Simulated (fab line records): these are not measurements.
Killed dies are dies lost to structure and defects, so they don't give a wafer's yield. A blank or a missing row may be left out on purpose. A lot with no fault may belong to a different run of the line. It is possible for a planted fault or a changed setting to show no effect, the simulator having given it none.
fab line records | flow nand_harc
record: lots: 24 wafers: 72 last_day: 34
route steps=1302 shown P_ZERO_WELL@67 P_STI@83 P_GATE@157 P_CONTACT@238
lots untouched by any fault: they come from a run of this same line in which no faults occurred
start_h: start of the lot's first displayed wafer, in hours after the record's first day | wait_h: how many hours have passed since the lot's step before this one | " identical to the entry in the row above | L1.1+2: one row covering several wafers at once | - no value, or no start was given | * or withheld: withheld | < > ~ a bound
route shown NAME@n: a module of which the file shows steps, and the number in the route of the first | usual: mean/standard deviation of fault-free wafers | same: alike in all rows | chamber/n: place in a boat | sites: readings site by site | _std_site: their standard deviation | _edge_site: the outer-site mean with the inner-site mean subtracted | radius_mm: how far each site lies from the wafer's centre | mask NAME#n: copy n | behind: the most recent tool/chamber to have shaped the wafer | hold: why the lot was held/for how many hours/how that ended | device: transistor that didn't switch, given as n, p or np | end of line: tests run on the same wafers once the route is complete | a step without rows: its recipe alone | killed: count of dies lost to structure and defects at first sort (not the wafer's yield) | map: shows each die of a wafer: x if killed, . if not, _ if none is there
set.NAME: the setting as run; set.NAME@STEP: as run at that earlier step | model.NAME: the simulator's own value behind a step, which no gauge read
one table for each step of the route and one row for each wafer, over a sample of lots
services: a tool's chamber out of use, with start hour (start_h, from the record's first day; less than 0 if before it), hours out, and reason
== steps ==
step: NHARC_P_ZERO_WELL_RTA_42
recipe: temp_c: 1100 time_s: 300
usual: lamp_power_pct: 39.1/1.3 wafer_temp_C_max: 1104.4/0.95
columns lot.wafer tool chamber start_h wait_h lamp_power_pct wafer_temp_C_max
L074.2 rtp_anneal-02 0 27.41 - 38.1 1103.8
L074.5 " 0 " " 38.0 1104.3
L074.6 " 0 " " 38.1 1104.7
L075.1 rtp_anneal-02 0 37.00 - 38.0 1104.6
L075.2 " 0 " " 37.9 1104.9
L075.5 " 0 " " 38.0 1104.8
L076.1 rtp_anneal-02 0 46.60 - 37.9 1103.5
L076.3 " 0 " " 38.0 1105.1
L076.4 " 0 " " 38.0 1106.5
L077.1 rtp_anneal-02 0 57.03 - 38.1 1103.7
L077.4 " 0 " " 38.1 1103.6
L077.5 " 0 " " 38.0 1105.1
L078.1 rtp_anneal-02 0 67.88 - 38.1 1102.3
L078.2 " 0 " " 38.1 1104.6
L078.5 " 0 " " 38.1 1104.1
L079.2 rtp_anneal-02 0 76.86 - 38.0 1103.3
L079.5 " 0 " " 38.1 1105.2
L079.6 " 0 " " 38.0 1103.1
L080.1 rtp_anneal-01 0 87.26 - 40.6 1104.5
L080.2 " 0 " " 40.6 1106.0
L080.5 " 0 " " 40.6 1106.0
L081.1 rtp_anneal-01 0 101.01 - 40.6 1104.4
L081.2 " 0 " " 40.5 1105.3
L081.4 " 0 " " 40.6 1106.0
L082.2 rtp_anneal-02 0 106.97 - 38.1 1104.4
L082.3 " 0 " " 38.1 1103.6
L082.5 " 0 " " 38.0 1104.5
L083.2 rtp_anneal-02 0 117.12 - 38.0 1103.2
L083.5 " 0 " " 38.0 1102.1
L083.6 " 0 " " 37.9 1103.1
L084.1 rtp_anneal-02 0 127.06 - 38.0 1104.6
L084.3 " 0 " " 37.9 1104.6
L084.5 " 0 " " 38.0 1104.4
L085.1 rtp_anneal-01 0 136.87 - 40.5 1105.6
L085.2 " 0 " " 40.5 1105.1
L085.6 " 0 " " 40.4 1102.5
L086.4 rtp_anneal-02 0 147.63 - 38.0 1105.5
L086.5 " 0 " " 38.0 1103.8
L086.6 " 0 " " 38.1 1105.4
L087.1 rtp_anneal-01 0 156.86 - 40.5 1104.6
L087.3 " 0 " " 40.5 1105.4
L087.5 " 0 " " 40.7 1106.2
L088.1 rtp_anneal-01 0 166.86 - 40.5 1106.2
L088.3 " 0 " " 40.6 1104.0
L088.6 " 0 " " 40.6 1104.2
L089.3 rtp_anneal-02 0 177.27 - 38.1 1106.1
L089.5 " 0 " " 38.1 1106.5
L089.6 " 0 " " 38.1 1105.0
L090.1 rtp_anneal-01 0 186.99 - 40.5 1105.1
L090.3 " 0 " " 40.5 1106.5
L090.5 " 0 " " 40.5 1105.4
L091.1 rtp_anneal-01 0 197.03 - 40.6 1105.7
L091.3 " 0 " " 40.7 1104.5
L091.6 " 0 " " 40.6 1105.6
L092.3 rtp_anneal-01 0 207.09 - 40.6 1104.0
L092.4 " 0 " " 40.6 1105.0
L092.6 " 0 " " 40.6 1104.9
L093.1 rtp_anneal-02 0 217.26 - 38.0 1105.0
L093.4 " 0 " " 38.0 1103.3
L093.6 " 0 " " 38.0 1104.2
L094.1 rtp_anneal-01 0 226.79 - 40.6 1105.7
L094.3 " 0 " " 40.5 1103.8
L094.4 " 0 " " 40.6 1104.6
L095.1 rtp_anneal-01 0 237.37 - 40.6 1105.0
L095.4 " 0 " " 40.5 1104.5
L095.5 " 0 " " 40.6 1105.3
L096.2 rtp_anneal-02 0 247.02 - 38.1 1103.2
L096.3 " 0 " " 38.0 1102.5
L096.5 " 0 " " 38.0 1103.4
L097.2 rtp_anneal-02 0 257.01 - 38.0 1104.3
L097.4 " 0 " " 38.0 1103.7
L097.5 " 0 " " 38.0 1104.2
step: NHARC_P_STI_CD_MEAS_09
recipe: target_cd_nm: 200 landing_energy_ev: 500
usual: cd_nm: 199.5/2.4
columns lot.wafer tool chamber start_h wait_h cd_nm
L074.2 cd_sem-01 0 44.78 - 197.7
L074.5 " 0 " " 196.4
L074.6 " 0 " " 195.6
L075.1 cd_sem-02 0 56.11 - 201.1
L075.2 " 0 " " 201.3
L075.5 " 0 " " 199.5
L076.1 cd_sem-01 0 67.14 - 200.9
L076.3 " 0 " " 201.4
L076.4 " 0 " " 203.9
L077.1 cd_sem-03 0 74.83 - 198.5
L077.4 " 0 " " 200.3
L077.5 " 0 " " 199.3
L078.1 cd_sem-03 0 85.54 - 197.6
L078.2 " 0 " " 198.5
L078.5 " 0 " " 198.3
L079.2 cd_sem-02 0 93.62 - 197.3
L079.5 " 0 " " 199.5
L079.6 " 0 " " 201.5
L080.1 cd_sem-02 0 107.94 - 199.6
L080.2 " 0 " " 197.6
L080.5 " 0 " " 194.8
L081.1 cd_sem-03 0 116.06 - 199.2
L081.2 " 0 " " 199.2
L081.4 " 0 " " 197.3
L082.2 cd_sem-01 0 122.12 - 200.8
L082.3 " 0 " " 199.7
L082.5 " 0 " " 198.9
L083.2 cd_sem-01 0 133.08 - 201.3
L083.5 " 0 " " 197.3
L083.6 " 0 " " 202.6
L084.1 cd_sem-01 0 144.99 - 196.8
L084.3 " 0 " " 192.5
L084.5 " 0 " " 193.5
L085.1 cd_sem-01 0 155.76 - 198.7
L085.2 " 0 " " 199.2
L085.6 " 0 " " 199.5
L086.4 cd_sem-01 0 163.71 - 200.9
L086.5 " 0 " " 204.1
L086.6 " 0 " " 201.4
L087.1 cd_sem-03 0 174.58 - 202.7
L087.3 " 0 " " 200.2
L087.5 " 0 " " 200.6
L088.1 cd_sem-01 0 186.09 - 201.8
L088.3 " 0 " " 199.0
L088.6 " 0 " " 201.6
L089.3 cd_sem-03 0 192.53 - 199.1
L089.5 " 0 " " 200.3
L089.6 " 0 " " 195.6
L090.1 cd_sem-02 0 204.63 - 201.5
L090.3 " 0 " " 197.8
L090.5 " 0 " " 200.4
L091.1 cd_sem-01 0 213.41 - 197.9
L091.3 " 0 " " 198.3
L091.6 " 0 " " 200.7
L092.3 cd_sem-02 0 223.18 - 198.6
L092.4 " 0 " " 195.3
L092.6 " 0 " " 198.0
L093.1 cd_sem-02 0 233.26 - 202.2
L093.4 " 0 " " 199.3
L093.6 " 0 " " 203.8
L094.1 cd_sem-02 0 245.30 - 204.0
L094.3 " 0 " " 201.8
L094.4 " 0 " " 203.3
L095.1 cd_sem-01 0 253.89 - 201.7
L095.4 " 0 " " 200.5
L095.5 " 0 " " 200.8
L096.2 cd_sem-03 0 265.05 - 194.7
L096.3 " 0 " " 196.4
L096.5 " 0 " " 198.8
L097.2 cd_sem-02 0 274.44 - 202.8
L097.4 " 0 " " 198.7
L097.5 " 0 " " 204.5
step: NHARC_P_GATE_STRIP_101
recipe: time_s: 20 o2_flow_sccm: 500 ar_flow_sccm: 0 bias_w: 0 chemistry: O2
usual: drypump_motor_current_A: 5.7/0.37 oes_product_au: 0.994/0.0098 rf_vpp_V: 57.6/0.84 showerhead_plenum_p_Torr: 3.48/0.12 throttle_valve_pct: 17.037/0.0083
columns lot.wafer tool chamber start_h wait_h drypump_motor_current_A oes_product_au rf_hours_counter_h rf_vpp_V showerhead_plenum_p_Torr throttle_valve_pct
L074.2 rie_diel-09 1 109.56 0.1 4.8 0.991 10 56.4 3.35 17.035
L074.6 " 2 " " 5.1 1.003 - 58.8 3.37 17.026
L074.5 " 3 " " 5.8 0.991 - 58.0 3.45 17.052
L075.1 rie_diel-03 3 120.08 0.1 6.1 0.982 0 57.9 3.36 17.056
L075.2 " 0 " " 5.5 0.989 0 56.3 3.60 17.039
L075.5 " 3 " " 6.1 0.997 - 56.8 3.36 17.035
L076.4 rie_diel-03 2 132.65 0.1 6.0 1.000 0 57.2 3.58 17.033
L076.1 " 3 " " 6.1 0.990 0 56.4 3.36 17.023
L076.3 " 0 " " 5.5 0.996 0 58.2 3.60 17.028
L077.1 rie_diel-09 0 135.73 0.1 5.9 1.004 11 58.1 3.65 17.044
L077.4 " 2 " " 5.0 1.005 10 58.2 3.37 17.041
L077.5 " 0 " " 5.9 1.001 - 59.0 3.65 17.026
L079.2 rie_diel-03 2 158.93 0.1 6.0 1.001 2 57.3 3.58 17.040
L079.6 " 0 " " 5.5 0.985 - 56.6 3.60 17.032
L079.5 " 1 " " 6.1 0.984 - 57.3 3.55 17.032
L078.2 rie_diel-09 0 160.83 0.1 5.9 0.990 0 58.6 3.65 17.037
L078.1 " 1 " " 4.8 0.989 0 57.4 3.35 17.032
L078.5 " 3 " " 5.7 1.000 - 56.7 3.45 17.035
L080.2 rie_diel-03 0 176.60 0.1 5.5 0.995 4 57.2 3.59 17.031
L080.1 " 2 " " 6.0 0.991 3 56.4 3.58 17.034
L080.5 " 3 " " 6.1 0.991 - 57.4 3.36 17.050
L081.4 rie_diel-03 1 184.18 0.1 6.1 0.996 4 57.2 3.55 17.029
L081.2 " 3 " " 6.1 0.987 4 58.0 3.36 17.041
L081.1 " 0 " " 5.5 0.982 5 57.2 3.59 17.024
L082.3 rie_diel-09 2 189.18 0.1 5.0 1.002 3 56.7 3.37 17.042
L082.2 " 0 " " 5.9 0.991 3 59.0 3.65 17.041
L082.5 " 1 " " 4.8 0.998 - 56.0 3.35 17.036
L083.2 rie_diel-03 1 199.36 0.1 6.1 0.989 4 58.0 3.55 17.033
L083.6 " 3 " " 6.1 0.990 - 56.9 3.36 17.022
L083.5 " 0 " " 5.5 0.980 - 59.6 3.59 17.037
L084.1 rie_diel-09 0 207.89 0.1 5.9 0.995 3 59.3 3.65 17.051
L084.3 " 2 " " 5.1 1.003 4 58.8 3.37 17.028
L084.5 " 3 " " 5.8 0.999 - 56.9 3.45 17.036
L086.4 rie_diel-04 3 222.76 0.1 5.4 0.993 2 58.1 3.40 17.028
L086.5 " 1 " " 5.6 1.002 - 57.6 3.36 17.036
L086.6 " 2 " " 5.4 0.992 - 56.8 3.37 17.034
L085.1 rie_diel-04 0 228.74 0.1 5.8 0.995 3 58.3 3.70 17.036
L085.2 " 1 " " 5.6 0.987 2 57.1 3.36 17.034
L085.6 " 3 " " 5.5 0.972 - 56.5 3.40 17.050
L087.1 rie_diel-03 3 244.71 0.1 6.1 0.998 8 57.1 3.36 17.040
L087.3 " 0 " " 5.5 0.986 9 58.3 3.59 17.041
L087.5 " 2 " " 6.0 0.996 - 59.3 3.58 17.038
L089.3 rie_diel-03 1 253.50 0.1 6.1 1.002 6 57.7 3.54 17.040
L089.6 " 1 " " 6.1 0.988 - 57.7 3.54 17.038
L089.5 " 2 " " 6.0 1.004 - 59.1 3.57 17.037
L088.3 rie_diel-09 0 255.16 0.1 5.9 0.996 5 57.0 3.65 17.039
L088.1 " 1 " " 4.8 0.984 6 57.5 3.35 17.045
L088.6 " 2 " " 5.1 1.012 - 58.3 3.37 17.028
L090.1 rie_diel-03 3 275.58 0.1 6.1 0.988 10 56.9 3.36 17.035
L090.3 " 0 " " 5.5 0.985 11 57.7 3.59 17.026
L090.5 " 2 " " 6.0 0.998 - 57.8 3.57 17.050
L091.3 rie_diel-04 1 277.27 0.1 5.6 0.983 4 59.0 3.36 17.036
L091.1 " 2 " " 5.3 0.990 4 57.2 3.37 17.045
L091.6 " 2 " " 5.3 0.997 - 56.7 3.37 17.037
L092.3 rie_diel-04 0 288.41 0.1 5.8 1.020 5 59.0 3.70 17.044
L092.4 " 2 " " 5.3 0.993 5 57.6 3.37 17.042
L092.6 " 0 " " 5.8 1.007 - 57.0 3.70 17.046
L093.4 rie_diel-04 1 295.55 0.1 5.5 0.978 4 57.3 3.36 17.039
L093.1 " 2 " " 5.4 0.986 5 56.3 3.37 17.053
L093.6 " 2 " " 5.4 0.989 - 57.3 3.37 17.036
L094.1 rie_diel-03 0 315.73 0.1 5.5 1.004 1 57.2 3.59 17.041
L094.4 " 2 " " 6.0 0.996 1 57.5 3.57 17.034
L094.3 " 3 " " 6.2 1.001 1 57.7 3.36 17.032
L095.1 rie_diel-04 0 318.06 0.1 5.8 1.019 7 57.7 3.70 17.061
L095.4 " 1 " " 5.5 0.982 6 55.9 3.36 17.033
L095.5 " 2 " " 5.4 0.986 - 57.5 3.37 17.046
L096.3 rie_diel-09 1 332.84 0.1 4.8 1.010 0 57.7 3.34 17.042
L096.2 " 3 " " 5.8 0.997 0 58.0 3.45 17.041
L096.5 " 0 " " 5.9 1.000 - 59.2 3.64 17.048
L097.4 rie_diel-04 1 341.50 0.1 5.6 0.976 8 57.3 3.36 17.034
L097.2 " 2 " " 5.3 0.982 7 56.8 3.37 17.040
L097.5 " 1 " " 5.6 0.972 - 58.6 3.36 17.031
step: NHARC_P_GATE_CD_MEAS_46
recipe: target_cd_nm: 720 landing_energy_ev: 500
usual: cd_nm: 720.3/2
columns lot.wafer tool chamber start_h wait_h cd_nm
L074.2 cd_sem-02 0 110.49 - 718.6
L074.5 " 0 " " 717.0
L074.6 " 0 " " 720.4
L075.1 cd_sem-02 0 121.00 - 723.8
L075.2 " 0 " " 720.7
L075.5 " 0 " " 721.3
L076.1 cd_sem-01 0 133.46 - 723.2
L076.3 " 0 " " 719.6
L076.4 " 0 " " 717.6
L077.1 cd_sem-02 0 136.66 - 721.3
L077.4 " 0 " " 719.3
L077.5 " 0 " " 722.0
L079.2 cd_sem-03 0 159.84 - 717.6
L079.5 " 0 " " 717.3
L079.6 " 0 " " 715.0
L078.1 cd_sem-03 0 161.62 - 721.1
L078.2 " 0 " " 721.9
L078.5 " 0 " " 721.5
L080.1 cd_sem-01 0 177.40 - 720.0
L080.2 " 0 " " 718.3
L080.5 " 0 " " 721.1
L081.1 cd_sem-03 0 184.99 - 722.6
L081.2 " 0 " " 719.1
L081.4 " 0 " " 722.6
L082.2 cd_sem-01 0 190.18 - 720.3
L082.3 " 0 " " 718.0
L082.5 " 0 " " 721.1
L083.2 cd_sem-03 0 200.24 - 721.5
L083.5 " 0 " " 721.2
L083.6 " 0 " " 723.5
L084.1 cd_sem-03 0 208.89 - 720.4
L084.3 " 0 " " 719.4
L084.5 " 0 " " 717.2
L086.4 cd_sem-03 0 223.55 - 718.5
L086.5 " 0 " " 720.5
L086.6 " 0 " " 718.1
L085.1 cd_sem-01 0 229.56 - 718.2
L085.2 " 0 " " 718.6
L085.6 " 0 " " 717.2
L087.1 cd_sem-03 0 245.58 - 721.6
L087.3 " 0 " " 722.5
L087.5 " 0 " " 720.5
L089.3 cd_sem-02 0 254.30 - 720.8
L089.5 " 0 " " 718.7
L089.6 " 0 " " 717.8
L088.1 cd_sem-02 0 256.08 - 717.6
L088.3 " 0 " " 719.9
L088.6 " 0 " " 715.9
L090.1 cd_sem-01 0 276.37 - 720.3
L090.3 " 0 " " 721.8
L090.5 " 0 " " 720.4
L091.1 cd_sem-01 0 278.19 - 721.4
L091.3 " 0 " " 719.9
L091.6 " 0 " " 719.3
L092.3 cd_sem-01 0 289.34 - 724.3
L092.4 " 0 " " 721.9
L092.6 " 0 " " 720.4
L093.1 cd_sem-03 0 296.35 - 721.0
L093.4 " 0 " " 721.4
L093.6 " 0 " " 721.4
L094.1 cd_sem-02 0 316.65 - 723.2
L094.3 " 0 " " 722.2
L094.4 " 0 " " 718.8
L095.1 cd_sem-03 0 318.97 - 721.3
L095.4 " 0 " " 723.6
L095.5 " 0 " " 723.1
L096.2 cd_sem-03 0 333.63 - 721.0
L096.3 " 0 " " 718.5
L096.5 " 0 " " 720.3
L097.2 cd_sem-02 0 342.42 - 722.6
L097.4 " 0 " " 721.3
L097.5 " 0 " " 718.8
step: NHARC_P_CONTACT_ETCH_18
recipe: target_depth_a: 4810 time_s: 240.5 c4f8_flow_sccm: 20 o2_flow_sccm: 10 ar_flow_sccm: withheld rf_w: 600 bias_w: 1500 chemistry: C4F8/O2/Ar
usual: oes_product_au: 0.958/0.02 rf_vpp_V: 980/5.8
columns lot.wafer tool chamber start_h wait_h oes_product_au rf_hours_counter_h rf_vpp_V
L074.2 rie_diel-06 2 - - 0.960 5.3 988
L074.5 " 1 " " 0.938 - 981
L074.6 " 2 " " 0.974 - 988
L075.2 rie_diel-05 3 - - 0.976 1.5 972
L075.1 " 0 " " 0.951 1.5 977
L075.5 " 3 " " 0.972 - 971
L076.1 rie_diel-05 0 - - 0.943 2.0 978
L076.4 " 2 " " 0.972 1.9 987
L076.3 " 3 " " 0.963 2.0 972
L077.1 rie_diel-06 3 - - 0.983 0.4 982
L077.4 " 1 " " 0.946 0.2 981
L077.5 " 0 " " 0.972 - 972
L079.2 rie_diel-05 3 - - 0.952 2.9 972
L079.6 " 2 " " 0.967 - 986
L079.5 " 1 " " 0.944 - 981
L078.1 rie_diel-02 3 - - 0.968 8.7 984
L078.2 " 0 " " 0.947 8.0 971
L078.5 " 2 " " 0.984 - 978
L080.2 rie_diel-06 1 - - 0.948 1.3 979
L080.1 " 3 " " 0.971 1.6 982
L080.5 " 0 " " 0.970 - 971
L081.4 rie_diel-05 1 - - 0.945 3.6 979
L081.1 " 2 " " 0.984 3.7 987
L081.2 " 3 " " 0.971 3.8 971
L082.2 rie_diel-06 2 - - 0.973 1.8 987
L082.3 " 1 " " 0.948 1.8 980
L082.5 " 2 " " 0.967 - 987
L083.2 rie_diel-06 3 - - 0.958 2.4 980
L083.6 " 1 " " 0.972 - 980
L083.5 " 2 " " 0.956 - 989
L084.1 rie_diel-05 1 - - 0.924 4.2 981
L084.3 " 2 " " 0.985 4.5 987
L084.5 " 1 " " 0.933 - 982
L086.4 rie_diel-02 0 - - 0.963 0.3 971
L086.5 " 1 " " 0.987 - 984
L086.6 " 2 " " 0.967 - 977
L085.1 rie_diel-06 1 - - 0.918 3.2 982
L085.2 " 2 " " 0.925 3.1 987
L085.6 " 1 " " 0.909 - 982
L087.3 rie_diel-02 1 - - 0.947 1.3 983
L087.1 " 2 " " 0.947 1.5 976
L087.5 " 3 " " 0.970 - 983
L089.3 rie_diel-06 3 - - 0.929 4.2 981
L089.5 " 3 " " 0.934 - 981
L089.6 " 0 " " 0.913 - 970
L088.3 rie_diel-06 2 - - 0.956 4.6 988
L088.1 " 3 " " 0.959 4.6 981
L088.6 " 0 " " 0.938 - 971
L090.3 rie_diel-05 1 - - 0.949 1.2 979
L090.1 " 2 " " 0.968 1.2 985
L090.5 " 2 " " 0.965 - 985
L091.1 rie_diel-06 0 - - 0.927 4.8 968
L091.3 " 1 " " 0.937 3.7 979
L091.6 " 0 " " 0.928 - 970
L092.4 rie_diel-05 0 - - 0.948 1.6 977
L092.3 " 3 " " 0.955 1.8 972
L092.6 " 0 " " 0.958 - 976
L093.4 rie_diel-06 3 - - 0.998 5.7 982
L093.1 " 0 " " 0.959 5.6 971
L093.6 " 3 " " 0.998 - 980
L094.1 rie_diel-05 2 - - 0.984 2.9 987
L094.3 " 3 " " 0.976 2.7 973
L094.4 " 0 " " 0.954 2.5 977
L095.4 rie_diel-02 1 - - 0.965 6.3 983
L095.1 " 3 " " 0.960 6.2 984
L095.5 " 1 " " 0.972 - 984
L096.3 rie_diel-02 1 - - 0.977 6.9 983
L096.2 " 2 " " 0.970 6.7 978
L096.5 " 2 " " 0.968 - 977
L097.2 rie_diel-05 1 - - 0.949 3.3 981
L097.4 " 2 " " 0.975 3.7 986
L097.5 " 2 " " 0.975 - 987
step: NHARC_P_CONTACT_STRIP_28
recipe: o2_flow_sccm: 500 ar_flow_sccm: 0 bias_w: 0 chemistry: O2
usual: drypump_motor_current_A: 5.7/0.54 oes_product_au: 0.997/0.0087 rf_vpp_V: 57.7/0.92 showerhead_plenum_p_Torr: 3.55/0.14 throttle_valve_pct: 17.037/0.0089
columns lot.wafer tool chamber start_h wait_h drypump_motor_current_A oes_product_au rf_hours_counter_h rf_vpp_V showerhead_plenum_p_Torr throttle_valve_pct
L074.2 rie_diel-02 0 119.73 0.1 5.1 1.005 5.2 56.6 3.37 17.033
L074.5 " 3 " " 6.5 0.990 - 56.7 3.67 17.033
L074.6 " 0 " " 5.2 1.009 - 58.1 3.37 17.035
L075.2 rie_diel-05 2 130.20 0.1 5.5 1.008 1.6 58.2 3.73 17.050
L075.1 " 1 " " 5.0 0.986 1.5 54.9 3.57 17.033
L075.5 " 2 " " 5.5 1.019 - 58.7 3.73 17.043
L076.1 rie_diel-06 2 142.74 0.1 6.2 0.987 0.1 58.1 3.78 17.036
L076.3 " 1 " " 5.2 0.985 0.1 57.6 3.58 17.045
L076.4 " 2 " " 6.2 1.004 - 59.1 3.78 17.030
L077.4 rie_diel-02 1 145.82 0.1 6.1 0.992 6.1 59.0 3.68 17.051
L077.1 " 0 " " 5.1 0.993 6.1 57.9 3.37 17.048
L077.5 " 1 " " 6.1 0.997 - 58.0 3.68 17.029
L079.2 rie_diel-06 0 169.16 0.1 5.6 0.970 0.9 58.4 3.34 17.023
L079.5 " 0 " " 5.6 0.989 - 58.6 3.34 17.034
L079.6 " 1 " " 5.2 0.982 - 57.9 3.58 17.046
L078.2 rie_diel-06 2 170.90 0.1 6.1 1.007 1.0 58.0 3.78 17.035
L078.1 " 1 " " 5.2 0.989 1.0 59.1 3.58 17.023
L078.5 " 2 " " 6.1 0.997 - 58.1 3.78 17.032
L080.2 rie_diel-05 2 187.06 0.1 5.5 1.012 3.3 58.7 3.73 17.043
L080.1 " 1 " " 4.9 0.979 3.4 58.8 3.57 17.048
L080.5 " 2 " " 5.5 1.012 - 57.3 3.73 17.026
L081.2 rie_diel-05 3 198.59 0.1 5.6 0.989 3.9 57.3 3.38 17.037
L081.4 " 0 " " 6.3 0.992 3.0 56.1 3.47 17.035
L081.1 " 2 " " 5.5 1.022 3.9 58.4 3.73 17.035
L082.2 rie_diel-02 1 199.42 0.1 6.1 0.993 8.8 57.9 3.68 17.038
L082.3 " 2 " " 4.9 1.005 8.3 57.8 3.51 17.022
L082.5 " 2 " " 4.9 1.010 - 57.3 3.51 17.025
L083.2 rie_diel-05 2 209.41 0.1 5.5 1.004 4.0 58.9 3.73 17.043
L083.6 " 3 " " 5.6 0.994 - 57.5 3.38 17.044
L083.5 " 0 " " 6.3 0.991 - 58.7 3.47 17.035
L084.1 rie_diel-06 0 218.08 0.1 5.6 0.996 2.5 58.0 3.34 17.038
L084.3 " 1 " " 5.2 0.996 2.6 58.0 3.58 17.055
L084.5 " 0 " " 5.6 0.991 - 57.0 3.34 17.035
L086.4 rie_diel-06 0 232.86 0.1 5.6 0.978 2.7 56.4 3.34 17.038
L086.5 " 1 " " 5.2 0.992 - 56.5 3.58 17.031
L086.6 " 2 " " 6.1 1.002 - 57.5 3.78 17.032
L085.2 rie_diel-05 2 238.89 0.1 5.5 1.013 0.0 59.5 3.73 17.049
L085.1 " 1 " " 4.9 0.993 0.0 57.7 3.57 17.034
L085.6 " 3 " " 5.6 1.009 - 57.4 3.38 17.049
L087.1 rie_diel-05 3 254.90 0.1 5.6 1.004 0.4 55.9 3.38 17.034
L087.3 " 0 " " 6.4 0.984 0.3 56.9 3.47 17.035
L087.5 " 2 " " 5.5 0.997 - 56.6 3.73 17.045
L089.3 rie_diel-02 0 263.61 0.1 5.2 0.994 2.4 57.9 3.37 17.028
L089.6 " 0 " " 5.1 0.991 - 55.9 3.37 17.028
L089.5 " 1 " " 6.1 1.002 - 57.6 3.68 17.036
L088.3 rie_diel-05 1 265.68 0.1 4.9 1.001 0.5 58.1 3.57 17.038
L088.1 " 2 " " 5.5 1.006 0.5 57.9 3.73 17.041
L088.6 " 3 " " 5.6 0.992 - 57.8 3.38 17.012
L090.3 rie_diel-05 1 285.77 0.1 4.9 0.995 1.3 57.7 3.57 17.035
L090.1 " 2 " " 5.5 1.014 1.4 56.7 3.73 17.051
L090.5 " 0 " " 6.3 0.996 - 57.2 3.47 17.048
L091.3 rie_diel-02 1 287.29 0.1 6.1 1.001 3.3 58.4 3.68 17.038
L091.1 " 2 " " 4.9 0.994 3.4 57.1 3.50 17.040
L091.6 " 3 " " 6.5 1.014 - 59.5 3.66 17.042
L092.4 rie_diel-06 2 298.49 0.1 6.1 0.989 5.5 56.9 3.78 17.040
L092.3 " 0 " " 5.6 0.988 5.3 56.3 3.34 17.041
L092.6 " 1 " " 5.2 0.994 - 58.5 3.58 17.022
L093.4 rie_diel-05 0 305.61 0.1 6.3 0.998 2.0 57.7 3.47 17.040
L093.1 " 1 " " 4.9 1.000 2.1 56.4 3.57 17.051
L093.6 " 1 " " 4.9 1.004 - 57.9 3.57 17.027
L094.3 rie_diel-05 3 326.10 0.1 5.6 0.997 2.9 57.4 3.38 17.043
L094.4 " 0 " " 6.4 0.994 2.5 57.5 3.47 17.047
L094.1 " 1 " " 4.9 0.996 2.8 57.5 3.57 17.045
L095.4 rie_diel-05 1 328.54 0.1 4.9 0.994 2.8 57.6 3.57 17.029
L095.1 " 2 " " 5.5 1.003 3.1 57.9 3.73 17.038
L095.5 " 1 " " 4.9 0.985 - 56.5 3.57 17.039
L096.2 rie_diel-05 2 343.14 0.1 5.5 1.001 3.2 58.2 3.73 17.032
L096.3 " 3 " " 5.6 0.995 3.1 56.4 3.38 17.038
L096.5 " 1 " " 4.9 0.997 - 56.6 3.57 17.039
L097.4 rie_diel-05 0 352.07 0.1 6.3 0.983 3.2 58.3 3.47 17.031
L097.2 " 1 " " 4.9 1.004 3.5 59.4 3.57 17.042
L097.5 " 1 " " 4.9 1.001 - 59.2 3.57 17.033
== services ==
columns tool chamber start_h hours kind
rie_diel-03 - 7.03 0.2 repair
rtp_anneal-02 - 12.00 12.0 pm
rie_diel-03 0 37.45 5.2 repair
rie_diel-02 - 39.70 9.0 pm
rie_diel-06 2 51.08 5.3 repair
rie_diel-05 - 52.60 9.0 pm
rie_diel-06 1 53.27 2.6 repair
rie_diel-03 0 55.21 6.5 repair
rie_diel-03 0 65.89 1.3 repair
rie_diel-06 2 67.67 4.0 repair
rie_diel-02 2 95.63 12.3 repair
rie_diel-06 1 100.79 2.9 repair
rie_diel-06 - 130.28 9.0 pm
rie_diel-05 0 158.03 16.1 repair
rie_diel-06 0 188.73 4.0 repair
rie_diel-05 1 205.40 10.0 repair
rie_diel-05 - 229.60 9.0 pm
rie_diel-06 0 250.88 7.1 repair
rie_diel-06 1 252.90 32.3 repair
rie_diel-05 3 257.40 6.3 repair
rie_diel-05 2 267.72 5.3 repair
rie_diel-06 3 303.54 1.3 repair
rie_diel-06 - 307.28 9.0 pm
rie_diel-05 2 335.30 4.3 repair
== key ==
fault none
